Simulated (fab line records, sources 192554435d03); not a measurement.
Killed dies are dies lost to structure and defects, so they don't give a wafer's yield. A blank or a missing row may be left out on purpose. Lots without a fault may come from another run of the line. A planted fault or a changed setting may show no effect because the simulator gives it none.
A struck lot beside a sound one | flow n5_finfet | 34 steps out of a route of 1938
Sound: wafers L159.4, L159.5, L159.6. Struck: wafers L165.2, L165.5. (L165.3 of the same lot was not struck and is left out.) The cause comes at the end.
At each step with rows: each side's tool, then ch and its chambers, then its first start. Under that, the readings that differ: sound wafers | struck wafers | difference of the means | sigmas: that difference in standard deviations of wafers without a fault.
alike: readings whose means differ by less than 2 such deviations, and words and numbers that are the same on both sides. not compared: withheld readings, readings that some wafer has no value for, bounds like >300 that may hide the same value, and numbers for which the record gives no deviation and whose values overlap.
The two part at a step that has a row with sigmas, a row that says differs or no value, or rows on one side only. Numbers that don't overlap but have no deviation are shown without sigmas and don't part them. A reading that every wafer of one side lacks parts them only if that side has two wafers or more.

first, 8 steps without rows for these wafers: N5_BEOL_M10_SPUTTER_48 (material Cu, target thk 12 nm, time 2 s); N5_BEOL_M10_ECD_50 (material Cu, target thk 318 nm); N5_BEOL_M10_ANNEAL_51 (time 90 s); N5_BEOL_M10_CMP_52 (polishes, stops on SiCOH lowk, t overpolish 7 s, target thk 140 nm); N5_BEOL_M10_PRE_CLEAN_55 (time 15 s); N5_BEOL_M10_DEP_56 (deposits SiCN from 3MS/NH3, target thk 15 nm, time 26.5 s); N5_BEOL_M11_ILD_DEP_00 (deposits SiCOH lowk from DEMS/porogen, target thk 308.51 nm, time 58 s); N5_BEOL_M11_CURE_71 (cures SiCOH lowk, time 240 s).
N5_BEOL_M11_PECVD_70: deposits SiO2 from TEOS/O2, target thk 20 nm, time 22.7 s.
  sound on pecvd-02 ch 0,1,2, day 12 14:37; struck on pecvd-03 ch 2, day 13 17:28
  alike: heater_power_w, showerhead_plenum_p_Torr, showerhead_vpp_V, throttle_valve_pct
then, 24 steps without rows for these wafers: N5_BEOL_M11_HM_DEP_02 (deposits TiN, target thk 20 nm); N5_BEOL_M11_COAT_59 (time 60 s, resist thk 100 nm); N5_BEOL_M11_COAT_60 (time 60 s, resist thk 30 nm); N5_BEOL_M11_COAT_05 (resist thk 90 nm); N5_BEOL_M11_EBR_07; N5_BEOL_M11_SOFTBAKE_06 (time 60 s); N5_BEOL_M11_EXPOSE_08 (exposes mask M11); N5_BEOL_M11_PEB_09 (peb time 60 s); N5_BEOL_M11_DEVELOP_10 (develop time 30 s); N5_BEOL_M11_DESCUM_16 (chemistry O2, time 7.9 s); N5_BEOL_M11_ETCH_61 (etches SiARC in CF4, target depth 39 nm, time 65 s); N5_BEOL_M11_ETCH_62 (etches SOC in N2/H2, target depth 110 nm, overetch 22 nm, time 165 s); N5_BEOL_M11_STRIP_68 (strips in N2/H2); N5_BEOL_M11_STRIP_67 (strips in CF4); N5_BEOL_M11_HM_OPEN_17 (chemistry Cl2/BCl3, target TiN, target depth 20 nm, overetch 6 nm); N5_BEOL_M11_STRIP_19 (strips in O2); N5_BEOL_M11_COAT_63 (time 60 s, resist thk 100 nm); N5_BEOL_M11_COAT_64 (time 60 s, resist thk 30 nm); N5_BEOL_M11_COAT_22 (resist thk 90 nm); N5_BEOL_M11_EBR_24; N5_BEOL_M11_SOFTBAKE_23 (time 60 s); N5_BEOL_M11_EXPOSE_25 (exposes mask V10); N5_BEOL_M11_PEB_26 (peb time 60 s); N5_BEOL_M11_DEVELOP_27 (develop time 30 s).
-- the record jumps here: 2 days lie between the struck wafers' starts before and after (it left off in module BEOL_M11 and takes up again in module PASSIVATION, whose first step shown is number 1936 of the route) --
N5_PASSIVATION_PROBE_49:
  sound on prober-01, day 14 19:53; struck on prober-02, day 16 02:32
  reading         | sound     | struck  | difference | sigmas
  killed_at_M4_up | 10 9 13   | 97 104  | +90        | +17
  killed_dies     | 94 119 84 | 180 214 | +98        | +6
  killed_on_rim   | 9 19 14   | 29 30   | +16        | +4
  alike: killed_at_M0_to_M3, killed_at_contacts, killed_at_front_end, killed_at_other, killed_open, killed_short

WHERE THEY PART
Only at N5_PASSIVATION_PROBE_49, within this record.

WHY: what the simulator had put in
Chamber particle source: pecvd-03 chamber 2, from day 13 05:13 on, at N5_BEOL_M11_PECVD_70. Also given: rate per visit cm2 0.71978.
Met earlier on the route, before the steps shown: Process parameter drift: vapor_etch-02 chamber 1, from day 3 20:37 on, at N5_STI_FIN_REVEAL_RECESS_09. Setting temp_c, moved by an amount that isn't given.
